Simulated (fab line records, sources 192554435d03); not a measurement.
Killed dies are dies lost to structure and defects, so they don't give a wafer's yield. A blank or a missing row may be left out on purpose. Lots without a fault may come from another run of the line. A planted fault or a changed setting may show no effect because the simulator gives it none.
A struck lot beside a sound one | flow n5_finfet | 16 steps out of a route of 1938
Sound: wafers L554.1, L554.2, L554.5. Struck: wafers L548.1, L548.2, L548.5. The cause comes at the end.
At each step with rows: each side's tool, then ch and its chambers, then its first start. Under that, the readings that differ: sound wafers | struck wafers | difference of the means | sigmas: that difference in standard deviations of wafers without a fault.
alike: readings whose means differ by less than 2 such deviations, and words and numbers that are the same on both sides. not compared: withheld readings, readings that some wafer has no value for, bounds like >300 that may hide the same value, and numbers for which the record gives no deviation and whose values overlap.
The two part at a step that has a row with sigmas, a row that says differs or no value, or rows on one side only. Numbers that don't overlap but have no deviation are shown without sigmas and don't part them. A reading that every wafer of one side lacks parts them only if that side has two wafers or more.

first, 12 steps without rows for these wafers: N5_BEOL_M4_DESCUM_33 (chemistry O2, time 7 s); N5_BEOL_M4_ETCH_77 (etches underlayer in N2/H2, target depth 6.5 nm, time 5.2 s); N5_BEOL_M4_ETCH_69 (etches SiARC in CF4, target depth 15.6 nm, time 26 s); N5_BEOL_M4_ALD_98 (deposits SiO2, target thk 2.5 nm, pulse time 1 s, co reactant pulse time 1 s); N5_BEOL_M4_ETCHBACK_99 (etches SiO2 in CHF3, target depth 5 nm, time 10.4 s); N5_BEOL_M4_ETCH_70 (etches SOC in N2/H2, target depth 80 nm, overetch 24 nm, time 130 s); N5_BEOL_M4_STRIP_71 (strips in N2/H2); N5_BEOL_M4_STRIP_78 (strips in N2/H2); N5_BEOL_M4_VIA_ETCH_34 (etches the open film in C4F6/O2, target depth 69.4 nm, time 65.9 s); N5_BEOL_M4_STRIP_83 (strips in C4F6/O2); N5_BEOL_M4_STRIP_36 (strips in N2/H2); N5_BEOL_M4_TRENCH_ETCH_37 (etches SiOC in C4F6/O2, target depth 55.555 nm, time 29.2 s).
N5_BEOL_M4_ETCH_41: etches SiCN in CH3F/O2, target depth 29.9 nm, time 52.5 s.
  sound on rie_diel-01 ch 0,1,3, day 11 22:14; struck on rie_diel-01 ch 0,1,3, day 10 05:48
  no value came back on the struck wafers for any of 7 readings (CH3F_flow_sccm (sccm), O2_flow_sccm (sccm) and others); on the sound wafers CH3F_flow_sccm (sccm) reads 30.00 30.06 29.88
  not compared: rf_hours_counter_h
then, 1 step without rows for these wafers: N5_BEOL_M4_STRIP_97 (strips in N2/H2, time 10 s).
N5_BEOL_M4_RC_MEAS_101:
  the record has rows for the sound wafers here (prober-01 ch 0, day 12 03:58) and none for the struck ones
-- the record jumps here: 6 days lie between the struck wafers' starts before and after (it left off in module BEOL_M4 and takes up again in module PASSIVATION, whose first step shown is number 1936 of the route) --
N5_PASSIVATION_PROBE_49:
  sound on prober-01, day 17 13:26; struck on prober-01, day 15 20:02
  reading                  | sound          | struck         | difference | sigmas
  defect_limited_yield (%) | 92.8 93.5 93.3 | 0 0 0          | -93        | -62
  killed_at_M4_up          | 17 22 12       | 1110 1102 1099 | +1087      | +99 or more
  killed_dies              | 85 77 79       | 1180 1180 1180 | +1100      | +61
  killed_on_rim            | 4 11 9         | 152 152 152    | +144       | +37
  sort_bin_5_function (%)  | 4.2 3.5 4.1    | 97.2 97.3 96.1 | +92.9      | +93
  sort_n_pass              | 1095 1103 1101 | 0 0 0          | -1100      | -61
  sort_yield_pct (%)       | 92.8 93.5 93.3 | 0 0 0          | -93        | -62
  alike: killed_at_M0_to_M3, killed_at_contacts, killed_at_front_end, killed_at_other, killed_open, killed_short, sort_bin_6_memory

WHERE THEY PART
First at N5_BEOL_M4_ETCH_41; last, within this record, at N5_PASSIVATION_PROBE_49.

WHY: what the simulator had put in
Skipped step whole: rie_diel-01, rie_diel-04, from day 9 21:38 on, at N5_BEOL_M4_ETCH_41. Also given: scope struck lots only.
